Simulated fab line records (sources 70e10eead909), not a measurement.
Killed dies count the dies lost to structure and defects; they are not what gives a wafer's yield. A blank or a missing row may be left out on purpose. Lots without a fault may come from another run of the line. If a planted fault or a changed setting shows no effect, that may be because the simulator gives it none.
fab line records :: flow nandHarc
record
  lots=14
  wafers=41
  lastDay=33
route steps=1302 shown A_DECK1_JOINT@518 A_ONON_D2@559
lots that met no fault: from a run of the same line without faults
startH: hours from the record's first day to the start of the lot's first wafer shown :: waitH: hours elapsed since this lot's preceding step :: " same as the row above :: L1.1+2: several wafers, shown together as one row :: - no value, or no start given :: * or withheld: withheld :: < > ~ a bound
route shown NAME@n: NAME is a module with steps in the file, n the number in the route of the first one :: usual: mean/standard deviation taken from wafers without a fault :: same: alike in all rows :: chamber/n: place in a boat :: sites: readings site by site :: _std_site: their standard deviation :: _edge_site: inner sites' mean taken away from outer sites' mean :: radiusMm: for every site, how far away it sits from the centre of the wafer :: mask NAME#n: copy n :: behind: the most recent tool/chamber to have shaped the wafer :: hold: cause of the lot's hold/its duration in hours/its outcome :: device: the transistor (n, p or np) that didn't switch :: end of line: the tests these same wafers got at the end of their route :: step lacking rows: just its recipe :: killed: not the wafer's yield, but the dies lost to structure and defects at the first sort :: map: shows each die of a wafer: x if killed, . if not, _ if none is there
set.NAME: the run value of the setting; set.NAME@STEP: its run value at that earlier step :: model.NAME: the simulator's own value behind a step, which no gauge read
steps of the route over a sample of lots; a table a step, a row a wafer
services: the hour from which a tool's chamber was out of use, counted from the record's first day as startH (under 0 if before that day), plus the number of hours and why
## steps
# step NHARC_A_DECK1_JOINT_ETCHBACK_07
# recipe
  targetDepthA=1050
  timeS=26.9
  hbrFlowSccm=150
  rfW=350
  icpW=350
  biasW=60
  chemistry=HBr
# usual
  drypumpMotorCurrentA=5.4/0.35
  oesProductAu=1.001/0.012
  throttleValvePct=23.267/0.0091
# same
  timeS=26.9
lot.wafer: L286.1
tool: rieSi-02
chamber: 3
startH: 261.53
waitH: 0.1
drypumpMotorCurrentA: 5.9
oesProductAu: 1.031
rfHoursCounterH: 0.9
throttleValvePct: 23.269

lot.wafer: L286.2
tool: rieSi-02
chamber: 1
startH: 261.53
waitH: 0.1
drypumpMotorCurrentA: 5.6
oesProductAu: 1.008
rfHoursCounterH: 1.0
throttleValvePct: 23.269

lot.wafer: L286.5
tool: rieSi-02
chamber: 0
startH: 261.53
waitH: 0.1
drypumpMotorCurrentA: 5.0
oesProductAu: 0.995
rfHoursCounterH: -
throttleValvePct: 23.270

lot.wafer: L285.1
tool: rieSi-05
chamber: 1
startH: 261.57
waitH: 0.1
drypumpMotorCurrentA: 5.3
oesProductAu: 0.991
rfHoursCounterH: 0.7
throttleValvePct: 23.282

lot.wafer: L285.2
tool: rieSi-05
chamber: 2
startH: 261.57
waitH: 0.1
drypumpMotorCurrentA: 5.4
oesProductAu: 0.988
rfHoursCounterH: 0.9
throttleValvePct: 23.271

lot.wafer: L285.6
tool: rieSi-05
chamber: 2
startH: 261.57
waitH: 0.1
drypumpMotorCurrentA: 5.4
oesProductAu: 0.993
rfHoursCounterH: -
throttleValvePct: 23.278

lot.wafer: L287.2
tool: rieSi-02
chamber: 2
startH: 276.02
waitH: 0.1
drypumpMotorCurrentA: 5.7
oesProductAu: 1.008
rfHoursCounterH: 1.1
throttleValvePct: 23.260

lot.wafer: L287.3
tool: rieSi-02
chamber: 3
startH: 276.02
waitH: 0.1
drypumpMotorCurrentA: 5.9
oesProductAu: 1.038
rfHoursCounterH: 1.0
throttleValvePct: 23.271

lot.wafer: L287.6
tool: rieSi-02
chamber: 1
startH: 276.02
waitH: 0.1
drypumpMotorCurrentA: 5.6
oesProductAu: 1.029
rfHoursCounterH: -
throttleValvePct: 23.272

lot.wafer: L284.3
tool: rieSi-05
chamber: 0
startH: 299.31
waitH: 0.1
drypumpMotorCurrentA: 5.3
oesProductAu: 1.000
rfHoursCounterH: 1.0
throttleValvePct: 23.287

lot.wafer: L284.1
tool: rieSi-05
chamber: 2
startH: 299.31
waitH: 0.1
drypumpMotorCurrentA: 5.3
oesProductAu: 1.009
rfHoursCounterH: 1.1
throttleValvePct: 23.254

lot.wafer: L284.2
tool: rieSi-05
chamber: 3
startH: 299.31
waitH: 0.1
drypumpMotorCurrentA: 5.2
oesProductAu: 0.991
rfHoursCounterH: 1.2
throttleValvePct: 23.254

lot.wafer: L290.3
tool: rieSi-06
chamber: 0
startH: 306.16
waitH: 0.1
drypumpMotorCurrentA: 4.8
oesProductAu: 0.987
rfHoursCounterH: 0.3
throttleValvePct: 23.274

lot.wafer: L290.2
tool: rieSi-06
chamber: 1
startH: 306.16
waitH: 0.1
drypumpMotorCurrentA: 5.3
oesProductAu: 0.991
rfHoursCounterH: 0.5
throttleValvePct: 23.273

lot.wafer: L290.5
tool: rieSi-06
chamber: 2
startH: 306.16
waitH: 0.1
drypumpMotorCurrentA: 5.7
oesProductAu: 1.006
rfHoursCounterH: -
throttleValvePct: 23.260

lot.wafer: L291.1
tool: rieSi-06
chamber: 1
startH: 313.41
waitH: 0.1
drypumpMotorCurrentA: 5.2
oesProductAu: 1.017
rfHoursCounterH: 0.5
throttleValvePct: 23.257

lot.wafer: L291.2
tool: rieSi-06
chamber: 2
startH: 313.41
waitH: 0.1
drypumpMotorCurrentA: 5.7
oesProductAu: 1.013
rfHoursCounterH: 0.4
throttleValvePct: 23.264

lot.wafer: L291.4
tool: rieSi-06
chamber: 0
startH: 313.41
waitH: 0.1
drypumpMotorCurrentA: 4.8
oesProductAu: 0.996
rfHoursCounterH: 0.4
throttleValvePct: 23.260

lot.wafer: L292.1
tool: rieSi-02
chamber: 3
startH: 329.92
waitH: 0.1
drypumpMotorCurrentA: 5.9
oesProductAu: 1.009
rfHoursCounterH: 0.4
throttleValvePct: 23.262

lot.wafer: L292.2
tool: rieSi-02
chamber: 1
startH: 329.92
waitH: 0.1
drypumpMotorCurrentA: 5.6
oesProductAu: 1.013
rfHoursCounterH: 0.4
throttleValvePct: 23.259

lot.wafer: L292.6
tool: rieSi-02
chamber: 3
startH: 329.92
waitH: 0.1
drypumpMotorCurrentA: 5.9
oesProductAu: 1.016
rfHoursCounterH: -
throttleValvePct: 23.250

lot.wafer: L293.2
tool: rieSi-06
chamber: 3
startH: 333.55
waitH: 0.1
drypumpMotorCurrentA: 5.2
oesProductAu: 0.984
rfHoursCounterH: 0.5
throttleValvePct: 23.287

lot.wafer: L293.1
tool: rieSi-06
chamber: 2
startH: 333.55
waitH: 0.1
drypumpMotorCurrentA: 5.7
oesProductAu: 1.003
rfHoursCounterH: 0.6
throttleValvePct: 23.275

lot.wafer: L293.6
tool: rieSi-06
chamber: 0
startH: 333.55
waitH: 0.1
drypumpMotorCurrentA: 4.8
oesProductAu: 0.984
rfHoursCounterH: -
throttleValvePct: 23.266

lot.wafer: L294.3
tool: rieSi-02
chamber: 1
startH: 353.84
waitH: 0.1
drypumpMotorCurrentA: 5.6
oesProductAu: 0.997
rfHoursCounterH: 0.5
throttleValvePct: 23.275

lot.wafer: L294.1
tool: rieSi-02
chamber: 3
startH: 353.84
waitH: 0.1
drypumpMotorCurrentA: 5.9
oesProductAu: 1.004
rfHoursCounterH: 0.5
throttleValvePct: 23.268

lot.wafer: L294.6
tool: rieSi-02
chamber: 1
startH: 353.84
waitH: 0.1
drypumpMotorCurrentA: 5.6
oesProductAu: 0.990
rfHoursCounterH: -
throttleValvePct: 23.254

lot.wafer: L296.4
tool: rieSi-02
chamber: 2
startH: 380.64
waitH: 0.1
drypumpMotorCurrentA: 5.7
oesProductAu: 0.988
rfHoursCounterH: 0.3
throttleValvePct: 23.275

lot.wafer: L296.1
tool: rieSi-02
chamber: 3
startH: 380.64
waitH: 0.1
drypumpMotorCurrentA: 5.9
oesProductAu: 0.994
rfHoursCounterH: 0.6
throttleValvePct: 23.275

lot.wafer: L296.6
tool: rieSi-02
chamber: 1
startH: 380.64
waitH: 0.1
drypumpMotorCurrentA: 5.6
oesProductAu: 1.013
rfHoursCounterH: -
throttleValvePct: 23.269

lot.wafer: L299.3
tool: rieSi-06
chamber: 1
startH: 392.09
waitH: 0.1
drypumpMotorCurrentA: 5.3
oesProductAu: 1.008
rfHoursCounterH: 1.1
throttleValvePct: 23.255

lot.wafer: L299.1
tool: rieSi-06
chamber: 3
startH: 392.09
waitH: 0.1
drypumpMotorCurrentA: 5.2
oesProductAu: 0.994
rfHoursCounterH: 0.8
throttleValvePct: 23.259

lot.wafer: L299.6
tool: rieSi-06
chamber: 1
startH: 392.09
waitH: 0.1
drypumpMotorCurrentA: 5.3
oesProductAu: 0.999
rfHoursCounterH: -
throttleValvePct: 23.266

lot.wafer: L298.4
tool: rieSi-02
chamber: 0
startH: 392.09
waitH: 0.1
drypumpMotorCurrentA: 5.0
oesProductAu: 1.011
rfHoursCounterH: 0.8
throttleValvePct: 23.269

lot.wafer: L298.1
tool: rieSi-02
chamber: 1
startH: 392.09
waitH: 0.1
drypumpMotorCurrentA: 5.6
oesProductAu: 1.014
rfHoursCounterH: 0.7
throttleValvePct: 23.261

lot.wafer: L298.5
tool: rieSi-02
chamber: 3
startH: 392.09
waitH: 0.1
drypumpMotorCurrentA: 5.9
oesProductAu: 1.010
rfHoursCounterH: -
throttleValvePct: 23.265

lot.wafer: L303.1
tool: rieSi-02
chamber: 0
startH: 445.14
waitH: 0.1
drypumpMotorCurrentA: 4.9
oesProductAu: 1.000
rfHoursCounterH: 1.1
throttleValvePct: 23.259

lot.wafer: L303.2
tool: rieSi-02
chamber: 1
startH: 445.14
waitH: 0.1
drypumpMotorCurrentA: 5.6
oesProductAu: 1.000
rfHoursCounterH: 1.0
throttleValvePct: 23.280

lot.wafer: L306.3
tool: rieSi-06
chamber: 1
startH: 458.32
waitH: 0.1
drypumpMotorCurrentA: 5.3
oesProductAu: 1.027
rfHoursCounterH: 0.2
throttleValvePct: 23.277

lot.wafer: L306.1
tool: rieSi-06
chamber: 3
startH: 458.32
waitH: 0.1
drypumpMotorCurrentA: 5.1
oesProductAu: 0.998
rfHoursCounterH: 0.1
throttleValvePct: 23.271

lot.wafer: L306.6
tool: rieSi-06
chamber: 0
startH: 458.32
waitH: 0.1
drypumpMotorCurrentA: 4.8
oesProductAu: 0.998
rfHoursCounterH: -
throttleValvePct: 23.272
# step NHARC_A_DECK1_JOINT_THK_MEAS_14
# recipe
  thkMeasGauge=ellipsometry
# usual
  thkNm=50.7/1.7
lot.wafer: L286.1
tool: filmMetro-02
chamber: -
startH: 272.08
waitH: 0.2
thkNm: 52.6

lot.wafer: L286.2
tool: filmMetro-02
chamber: -
startH: 272.08
waitH: 0.2
thkNm: 49.8

lot.wafer: L286.5
tool: filmMetro-02
chamber: -
startH: 272.08
waitH: 0.2
thkNm: 51.9

lot.wafer: L285.1
tool: filmMetro-02
chamber: -
startH: 272.08
waitH: 0.2
thkNm: 51.1

lot.wafer: L285.2
tool: filmMetro-02
chamber: -
startH: 272.08
waitH: 0.2
thkNm: 47.8

lot.wafer: L285.6
tool: filmMetro-02
chamber: -
startH: 272.08
waitH: 0.2
thkNm: 50.3

lot.wafer: L287.2
tool: filmMetro-02
chamber: -
startH: 286.53
waitH: 0.2
thkNm: 50.3

lot.wafer: L287.3
tool: filmMetro-02
chamber: -
startH: 286.53
waitH: 0.2
thkNm: 48.7

lot.wafer: L287.6
tool: filmMetro-02
chamber: -
startH: 286.53
waitH: 0.2
thkNm: 53.5

lot.wafer: L284.1
tool: filmMetro-02
chamber: -
startH: 309.87
waitH: 0.2
thkNm: 51.4

lot.wafer: L284.2
tool: filmMetro-02
chamber: -
startH: 309.87
waitH: 0.2
thkNm: 51.8

lot.wafer: L284.3
tool: filmMetro-02
chamber: -
startH: 309.87
waitH: 0.2
thkNm: 50.5

lot.wafer: L290.2
tool: filmMetro-02
chamber: -
startH: 316.67
waitH: 0.2
thkNm: 49.2

lot.wafer: L290.3
tool: filmMetro-02
chamber: -
startH: 316.67
waitH: 0.2
thkNm: 51.1

lot.wafer: L290.5
tool: filmMetro-02
chamber: -
startH: 316.67
waitH: 0.2
thkNm: 48.6

lot.wafer: L291.1
tool: filmMetro-02
chamber: -
startH: 324.01
waitH: 0.2
thkNm: 47.5

lot.wafer: L291.2
tool: filmMetro-02
chamber: -
startH: 324.01
waitH: 0.2
thkNm: 49.6

lot.wafer: L291.4
tool: filmMetro-02
chamber: -
startH: 324.01
waitH: 0.2
thkNm: 47.1

lot.wafer: L292.1
tool: filmMetro-01
chamber: -
startH: 340.27
waitH: 0.2
thkNm: 50.6

lot.wafer: L292.2
tool: filmMetro-01
chamber: -
startH: 340.27
waitH: 0.2
thkNm: 50.5

lot.wafer: L292.6
tool: filmMetro-01
chamber: -
startH: 340.27
waitH: 0.2
thkNm: 53.5

lot.wafer: L293.1
tool: filmMetro-02
chamber: -
startH: 344.10
waitH: 0.2
thkNm: 50.7

lot.wafer: L293.2
tool: filmMetro-02
chamber: -
startH: 344.10
waitH: 0.2
thkNm: 50.2

lot.wafer: L293.6
tool: filmMetro-02
chamber: -
startH: 344.10
waitH: 0.2
thkNm: 51.6

lot.wafer: L294.1
tool: filmMetro-02
chamber: -
startH: 364.42
waitH: 0.2
thkNm: 50.2

lot.wafer: L294.3
tool: filmMetro-02
chamber: -
startH: 364.42
waitH: 0.2
thkNm: 50.8

lot.wafer: L294.6
tool: filmMetro-02
chamber: -
startH: 364.42
waitH: 0.2
thkNm: 47.5

lot.wafer: L296.1
tool: filmMetro-01
chamber: -
startH: 392.34
waitH: 0.2
thkNm: 51.5

lot.wafer: L296.4
tool: filmMetro-01
chamber: -
startH: 392.34
waitH: 0.2
thkNm: 49.7

lot.wafer: L296.6
tool: filmMetro-01
chamber: -
startH: 392.34
waitH: 0.2
thkNm: 48.2

lot.wafer: L298.1
tool: filmMetro-02
chamber: -
startH: 402.63
waitH: 0.2
thkNm: 47.9

lot.wafer: L298.4
tool: filmMetro-02
chamber: -
startH: 402.63
waitH: 0.2
thkNm: 50.5

lot.wafer: L298.5
tool: filmMetro-02
chamber: -
startH: 402.63
waitH: 0.2
thkNm: 50.8

lot.wafer: L299.1
tool: filmMetro-01
chamber: -
startH: 402.64
waitH: 0.2
thkNm: 48.7

lot.wafer: L299.3
tool: filmMetro-01
chamber: -
startH: 402.64
waitH: 0.2
thkNm: 48.9

lot.wafer: L299.6
tool: filmMetro-01
chamber: -
startH: 402.64
waitH: 0.2
thkNm: 49.7

lot.wafer: L303.1
tool: filmMetro-02
chamber: -
startH: 455.69
waitH: 0.2
thkNm: 51.8

lot.wafer: L303.2
tool: filmMetro-02
chamber: -
startH: 455.69
waitH: 0.2
thkNm: 51.5

lot.wafer: L306.1
tool: filmMetro-02
chamber: -
startH: 469.45
waitH: 0.2
thkNm: 49.1

lot.wafer: L306.3
tool: filmMetro-02
chamber: -
startH: 469.45
waitH: 0.2
thkNm: 51.1

lot.wafer: L306.6
tool: filmMetro-02
chamber: -
startH: 469.45
waitH: 0.2
thkNm: 53.5
# step NHARC_A_ONON_D2_THK_MEAS_21
# recipe
  thkMeasGauge=ellipsometry
# usual
  thkNm=1002/8.7
lot.wafer: L285.1
tool: filmMetro-02
chamber: -
startH: 304.50
waitH: -
thkNm: 1008

lot.wafer: L285.2
tool: filmMetro-02
chamber: -
startH: 304.50
waitH: -
thkNm: 1007

lot.wafer: L285.6
tool: filmMetro-02
chamber: -
startH: 304.50
waitH: -
thkNm: 1008

lot.wafer: L286.1
tool: filmMetro-02
chamber: -
startH: 304.50
waitH: -
thkNm: 1002

lot.wafer: L286.2
tool: filmMetro-02
chamber: -
startH: 304.50
waitH: -
thkNm: 1002

lot.wafer: L286.5
tool: filmMetro-02
chamber: -
startH: 304.50
waitH: -
thkNm: 1002

lot.wafer: L287.2
tool: filmMetro-02
chamber: -
startH: 322.67
waitH: -
thkNm: 1006

lot.wafer: L287.3
tool: filmMetro-02
chamber: -
startH: 322.67
waitH: -
thkNm: 1006

lot.wafer: L287.6
tool: filmMetro-02
chamber: -
startH: 322.67
waitH: -
thkNm: 1005

lot.wafer: L284.1
tool: filmMetro-01
chamber: -
startH: 356.24
waitH: -
thkNm: 1006

lot.wafer: L284.2
tool: filmMetro-01
chamber: -
startH: 356.24
waitH: -
thkNm: 1003

lot.wafer: L284.3
tool: filmMetro-01
chamber: -
startH: 356.24
waitH: -
thkNm: 1003

lot.wafer: L290.2
tool: filmMetro-02
chamber: -
startH: 356.25
waitH: -
thkNm: 1008

lot.wafer: L290.3
tool: filmMetro-02
chamber: -
startH: 356.25
waitH: -
thkNm: 1008

lot.wafer: L290.5
tool: filmMetro-02
chamber: -
startH: 356.25
waitH: -
thkNm: 1009

lot.wafer: L291.1
tool: filmMetro-02
chamber: -
startH: 361.07
waitH: -
thkNm: 991

lot.wafer: L291.2
tool: filmMetro-02
chamber: -
startH: 361.07
waitH: -
thkNm: 991

lot.wafer: L291.4
tool: filmMetro-02
chamber: -
startH: 361.07
waitH: -
thkNm: 992

lot.wafer: L292.1
tool: filmMetro-01
chamber: -
startH: 375.18
waitH: -
thkNm: 998

lot.wafer: L292.2
tool: filmMetro-01
chamber: -
startH: 375.18
waitH: -
thkNm: 997

lot.wafer: L292.6
tool: filmMetro-01
chamber: -
startH: 375.18
waitH: -
thkNm: 996

lot.wafer: L293.1
tool: filmMetro-01
chamber: -
startH: 375.19
waitH: -
thkNm: 997

lot.wafer: L293.2
tool: filmMetro-01
chamber: -
startH: 375.19
waitH: -
thkNm: 998

lot.wafer: L293.6
tool: filmMetro-01
chamber: -
startH: 375.19
waitH: -
thkNm: 998

lot.wafer: L294.1
tool: filmMetro-02
chamber: -
startH: 401.27
waitH: -
thkNm: 1014

lot.wafer: L294.3
tool: filmMetro-02
chamber: -
startH: 401.27
waitH: -
thkNm: 1013

lot.wafer: L294.6
tool: filmMetro-02
chamber: -
startH: 401.27
waitH: -
thkNm: 1016

lot.wafer: L296.1
tool: filmMetro-02
chamber: -
startH: 430.58
waitH: -
thkNm: 1003

lot.wafer: L296.4
tool: filmMetro-02
chamber: -
startH: 430.58
waitH: -
thkNm: 1002

lot.wafer: L296.6
tool: filmMetro-02
chamber: -
startH: 430.58
waitH: -
thkNm: 1003

lot.wafer: L299.1
tool: filmMetro-02
chamber: -
startH: 434.81
waitH: -
thkNm: 1003

lot.wafer: L299.3
tool: filmMetro-02
chamber: -
startH: 434.81
waitH: -
thkNm: 1004

lot.wafer: L299.6
tool: filmMetro-02
chamber: -
startH: 434.81
waitH: -
thkNm: 1004

lot.wafer: L298.1
tool: filmMetro-01
chamber: -
startH: 434.81
waitH: -
thkNm: 1001

lot.wafer: L298.4
tool: filmMetro-01
chamber: -
startH: 434.81
waitH: -
thkNm: 1002

lot.wafer: L298.5
tool: filmMetro-01
chamber: -
startH: 434.81
waitH: -
thkNm: 1003

lot.wafer: L303.1
tool: filmMetro-02
chamber: -
startH: 492.22
waitH: -
thkNm: 985

lot.wafer: L303.2
tool: filmMetro-02
chamber: -
startH: 492.22
waitH: -
thkNm: 984

lot.wafer: L306.1
tool: filmMetro-01
chamber: -
startH: 507.82
waitH: -
thkNm: 1004

lot.wafer: L306.3
tool: filmMetro-01
chamber: -
startH: 507.82
waitH: -
thkNm: 1004

lot.wafer: L306.6
tool: filmMetro-01
chamber: -
startH: 507.82
waitH: -
thkNm: 1003
# step NHARC_A_ONON_D2_DEP_22
# recipe
  targetThkA=10000
  n2FlowSccm=2750
  n2oFlowSccm=2000
  nh3FlowSccm=500
  sih4FlowSccm=210
  tempC=400
lot.wafer: L285.1+2+6
tool: pecvdOnon-04
chamber: 0
startH: 304.55
waitH: 0.1

lot.wafer: L286.1+2+5
tool: pecvdOnon-02
chamber: 0
startH: 304.56
waitH: 0.1

lot.wafer: L287.2+3+6
tool: pecvdOnon-01
chamber: 0
startH: 322.78
waitH: 0.1

lot.wafer: L284.1+2+3
tool: pecvdOnon-01
chamber: 0
startH: 356.30
waitH: 0.1

lot.wafer: L290.2+3+5
tool: pecvdOnon-04
chamber: 0
startH: 356.37
waitH: 0.1

lot.wafer: L291.1+2+4
tool: pecvdOnon-04
chamber: 0
startH: 361.13
waitH: 0.1

lot.wafer: L292.1+2+6
tool: pecvdOnon-04
chamber: 0
startH: 375.24
waitH: 0.1

lot.wafer: L293.1+2+6
tool: pecvdOnon-01
chamber: 0
startH: 375.25
waitH: 0.1

lot.wafer: L294.1+3+6
tool: pecvdOnon-01
chamber: 0
startH: 401.33
waitH: 0.1

lot.wafer: L296.1+4+6
tool: pecvdOnon-01
chamber: 0
startH: 430.64
waitH: 0.1

lot.wafer: L298.1+4+5
tool: pecvdOnon-02
chamber: 0
startH: 434.86
waitH: 0.1

lot.wafer: L299.1+3+6
tool: pecvdOnon-01
chamber: 0
startH: 434.86
waitH: 0.1

lot.wafer: L303.1+2
tool: pecvdOnon-01
chamber: 0
startH: 492.27
waitH: 0.1

lot.wafer: L306.1+3+6
tool: pecvdOnon-01
chamber: 0
startH: 507.88
waitH: 0.1
# step NHARC_A_ONON_D2_THK_MEAS_24
# recipe
  thkMeasGauge=ellipsometry
# usual
  thkNm=1003/11
lot.wafer: L285.1
tool: filmMetro-02
chamber: -
startH: 305.07
waitH: -
thkNm: 996

lot.wafer: L285.2
tool: filmMetro-02
chamber: -
startH: 305.07
waitH: -
thkNm: 996

lot.wafer: L285.6
tool: filmMetro-02
chamber: -
startH: 305.07
waitH: -
thkNm: 996

lot.wafer: L286.1
tool: filmMetro-02
chamber: -
startH: 305.08
waitH: -
thkNm: 1010

lot.wafer: L286.2
tool: filmMetro-02
chamber: -
startH: 305.08
waitH: -
thkNm: 1009

lot.wafer: L286.5
tool: filmMetro-02
chamber: -
startH: 305.08
waitH: -
thkNm: 1009

lot.wafer: L287.2
tool: filmMetro-02
chamber: -
startH: 323.23
waitH: -
thkNm: 1006

lot.wafer: L287.3
tool: filmMetro-02
chamber: -
startH: 323.23
waitH: -
thkNm: 1008

lot.wafer: L287.6
tool: filmMetro-02
chamber: -
startH: 323.23
waitH: -
thkNm: 1006

lot.wafer: L284.1
tool: filmMetro-02
chamber: -
startH: 356.80
waitH: -
thkNm: 1001

lot.wafer: L284.2
tool: filmMetro-02
chamber: -
startH: 356.80
waitH: -
thkNm: 1001

lot.wafer: L284.3
tool: filmMetro-02
chamber: -
startH: 356.80
waitH: -
thkNm: 1001

lot.wafer: L290.2
tool: filmMetro-01
chamber: -
startH: 356.82
waitH: -
thkNm: 998

lot.wafer: L290.3
tool: filmMetro-01
chamber: -
startH: 356.82
waitH: -
thkNm: 999

lot.wafer: L290.5
tool: filmMetro-01
chamber: -
startH: 356.82
waitH: -
thkNm: 999

lot.wafer: L291.1
tool: filmMetro-01
chamber: -
startH: 361.64
waitH: -
thkNm: 996

lot.wafer: L291.2
tool: filmMetro-01
chamber: -
startH: 361.64
waitH: -
thkNm: 997

lot.wafer: L291.4
tool: filmMetro-01
chamber: -
startH: 361.64
waitH: -
thkNm: 999

lot.wafer: L292.1
tool: filmMetro-01
chamber: -
startH: 375.75
waitH: -
thkNm: 1018

lot.wafer: L292.2
tool: filmMetro-01
chamber: -
startH: 375.75
waitH: -
thkNm: 1016

lot.wafer: L292.6
tool: filmMetro-01
chamber: -
startH: 375.75
waitH: -
thkNm: 1017

lot.wafer: L293.1
tool: filmMetro-01
chamber: -
startH: 375.75
waitH: -
thkNm: 1009

lot.wafer: L293.2
tool: filmMetro-01
chamber: -
startH: 375.75
waitH: -
thkNm: 1010

lot.wafer: L293.6
tool: filmMetro-01
chamber: -
startH: 375.75
waitH: -
thkNm: 1010

lot.wafer: L294.1
tool: filmMetro-01
chamber: -
startH: 401.83
waitH: -
thkNm: 989

lot.wafer: L294.3
tool: filmMetro-01
chamber: -
startH: 401.83
waitH: -
thkNm: 991

lot.wafer: L294.6
tool: filmMetro-01
chamber: -
startH: 401.83
waitH: -
thkNm: 989

lot.wafer: L296.1
tool: filmMetro-02
chamber: -
startH: 431.15
waitH: -
thkNm: 1004

lot.wafer: L296.4
tool: filmMetro-02
chamber: -
startH: 431.15
waitH: -
thkNm: 1007

lot.wafer: L296.6
tool: filmMetro-02
chamber: -
startH: 431.15
waitH: -
thkNm: 1007

lot.wafer: L298.1
tool: filmMetro-02
chamber: -
startH: 435.38
waitH: -
thkNm: 993

lot.wafer: L298.4
tool: filmMetro-02
chamber: -
startH: 435.38
waitH: -
thkNm: 995

lot.wafer: L298.5
tool: filmMetro-02
chamber: -
startH: 435.38
waitH: -
thkNm: 993

lot.wafer: L299.1
tool: filmMetro-01
chamber: -
startH: 435.38
waitH: -
thkNm: 973

lot.wafer: L299.3
tool: filmMetro-01
chamber: -
startH: 435.38
waitH: -
thkNm: 972

lot.wafer: L299.6
tool: filmMetro-01
chamber: -
startH: 435.38
waitH: -
thkNm: 972

lot.wafer: L303.1
tool: filmMetro-01
chamber: -
startH: 492.78
waitH: -
thkNm: 1015

lot.wafer: L303.2
tool: filmMetro-01
chamber: -
startH: 492.78
waitH: -
thkNm: 816

lot.wafer: L306.1
tool: filmMetro-02
chamber: -
startH: 508.38
waitH: -
thkNm: 997

lot.wafer: L306.3
tool: filmMetro-02
chamber: -
startH: 508.38
waitH: -
thkNm: 996

lot.wafer: L306.6
tool: filmMetro-02
chamber: -
startH: 508.38
waitH: -
thkNm: 798
## services
tool: rieSi-06
chamber: 1
startH: 245.42
hours: 1.5
kind: repair

tool: rieSi-06
chamber: -
startH: 249.00
hours: 9.0
kind: pm

tool: rieSi-06
chamber: 1
startH: 262.14
hours: 7.5
kind: repair

tool: rieSi-05
chamber: 1
startH: 267.12
hours: 1.5
kind: repair

tool: pecvdOnon-01
chamber: -
startH: 269.95
hours: 13.0
kind: pm

tool: rieSi-02
chamber: -
startH: 277.00
hours: 9.0
kind: pm

tool: rieSi-02
chamber: 0
startH: 277.00
hours: 9.0
kind: ventCycle

tool: rieSi-02
chamber: 1
startH: 277.00
hours: 9.0
kind: ventCycle

tool: rieSi-02
chamber: 2
startH: 277.00
hours: 9.0
kind: ventCycle

tool: rieSi-06
chamber: 0
startH: 289.77
hours: 4.2
kind: repair

tool: rieSi-02
chamber: 2
startH: 290.13
hours: 27.9
kind: repair

tool: rieSi-05
chamber: -
startH: 305.00
hours: 9.0
kind: pm

tool: pecvdOnon-04
chamber: -
startH: 311.00
hours: 13.0
kind: pm

tool: rieSi-06
chamber: 0
startH: 336.27
hours: 14.2
kind: repair

tool: rieSi-06
chamber: 3
startH: 343.40
hours: 6.3
kind: repair

tool: pecvdOnon-02
chamber: -
startH: 366.28
hours: 13.0
kind: pm

tool: rieSi-06
chamber: -
startH: 376.08
hours: 0.4
kind: repair

tool: rieSi-06
chamber: -
startH: 426.00
hours: 9.0
kind: pm

tool: pecvdOnon-01
chamber: -
startH: 450.95
hours: 13.0
kind: pm

tool: rieSi-02
chamber: -
startH: 454.00
hours: 9.0
kind: pm

tool: rieSi-06
chamber: 3
startH: 463.66
hours: 14.0
kind: repair

tool: rieSi-05
chamber: -
startH: 482.00
hours: 9.0
kind: pm

tool: pecvdOnon-04
chamber: -
startH: 492.06
hours: 13.0
kind: pm

tool: rieSi-05
chamber: 2
startH: 507.23
hours: 22.0
kind: repair
## key
firstSign
  step=NHARC_A_ONON_D2_THK_MEAS_24
  reading=thkNm
  direction=down
  sigmas=18
  usual=1003
  struck=807
effect none on later readings
metAt NHARC_A_ONON_D2_DEP_22
struckLots L303,L306
struckWafers L303.2,L306.6
laterRowsLeftOut L303.2,L306.6
sortLeftOut L303.2,L306.6
testerLeftOut L303,L306
notActingAt NHARC_A_DECK1_JOINT_ETCHBACK_07,NHARC_A_DECK1_JOINT_THK_MEAS_14,NHARC_A_ONON_D2_THK_MEAS_21
onsetBetween 434.86 492.27
fault
  kind=processParameterDrift
  tool=pecvdOnon-01
  chamber=-
  onsetH=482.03
  steps=NHARC_A_ONON_D2_DEP_22
  channel=targetThkA
  offset=*
  shape=step
  endH=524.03
  scope=struckWafersOnly
  actsIn=*
  stated=*
# testerLeftOut: of these lots the tester's yield and bins aren't shown, on N5 and GAA mostly nor the transistor test; their killed dies are dies lost to structure and defects alone, not to doping, threshold or leakage, so they don't give the yield
# sortLeftOut: the simulated sort isn't trusted on such a fault, so these wafers' sort isn't shown, and their yield isn't known
# laterRowsLeftOut: the simulator's readings of these wafers behind a module that went badly wrong aren't trusted and aren't shown, but for the sort
